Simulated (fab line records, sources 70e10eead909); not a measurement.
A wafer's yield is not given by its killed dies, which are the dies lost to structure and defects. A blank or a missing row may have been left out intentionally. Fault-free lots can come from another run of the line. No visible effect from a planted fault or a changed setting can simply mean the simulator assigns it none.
Matching of chambers -- flow nand harc -- NHARC_A_CONTACT_CMP_20 on cmp-01 has 4 sister chambers
The step polishes, t overpolish 30 s, target thk 300 nm. 27 wafers are shown with their chamber, then 12 later ones without.

EACH WAFER AND ITS CHAMBER
wafer,chamber,motor current A (A),time to endpoint s (s),overpolish run s (s)
L074.1,2,9.5,64,30.000
L074.4,1,13.0,60,29.992
L074.6,2,9.8,68,29.999
L075.3,0,13.5,63,30.009
L075.4,3,11.5,65,30.016
L075.6,3,11.2,65,29.998
L076.3,1,12.0,56,30.002
L076.5,2,9.9,60,30.004
L076.6,1,12.7,58,30.005
L077.1,0,13.0,65,29.995
L077.3,3,11.8,67,30.004
L077.4,1,12.8,61,29.996
L078.4,3,11.2,65,29.993
L078.5,1,12.5,55,29.993
L078.6,0,12.7,61,29.989
L084.2,2,9.6,63,30.020
L084.3,3,11.7,66,29.984
L084.4,1,12.3,59,30.006
L088.1,3,11.8,71,29.999
L088.2,2,10.2,67,29.989
L088.4,1,12.3,61,29.998
L089.2,0,13.8,66,30.013
L089.4,3,11.8,70,29.995
L089.5,0,13.6,68,29.988
L091.3,3,11.9,66,29.999
L091.5,1,12.7,55,29.988
L091.6,2,10.1,63,30.019

SIGNATURES (means of the wafers above)
reading,chamber 0,chamber 1,chamber 2,chamber 3,scatter within a chamber
motor current A,13.320,12.537,9.850,11.613,0.329
time to endpoint s,64.60,58.12,64.17,66.88,2.6
overpolish run s,29.99880,29.99750,30.00517,29.99850,0.00968
Rule: a wafer's distance from a chamber is the root of the sum, over the readings, of the square of ((its reading less the chamber's mean) divided by the reading's scatter). The wafer belongs to the nearest chamber; if the next one is less than 2 further off, it can't be placed. The scatter: take each reading less its chamber's mean, square it, sum over the shown wafers, divide by the number of wafers less the number of chambers, and take the root.

WAFERS WITH NO CHAMBER GIVEN
wafer,motor current A (A),time to endpoint s (s),overpolish run s (s)
L090.1,9.6,59,30.001
L090.3,13.3,64,30.004
L090.5,13.6,61,30.013
L094.1,12.7,61,29.990
L094.2,12.8,65,29.997
L094.5,11.4,69,30.002
L096.1,12.5,56,30.003
L096.4,13.1,61,29.981
L096.6,10.2,60,29.999
L095.3,11.5,66,29.995
L095.5,10.0,64,29.985
L095.6,13.0,60,29.993

THE CHAMBER EACH PASSED THROUGH
wafer,from the rows above,in truth
L090.1,2,2
L090.3,0,0
L090.5,can't be placed: 0 or 1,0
L094.1,can't be placed: 1 or 0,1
L094.2,can't be placed: 0 or 1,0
L094.5,3,3
L096.1,1,1
L096.4,can't be placed: 0 or 1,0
L096.6,2,2
L095.3,3,3
L095.5,2,2
L095.6,can't be placed: 1 or 0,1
Placed correctly: 7 of 12. Not placeable from these rows: 5 (in 5, the candidates include the true chamber). 0 placed wrongly.
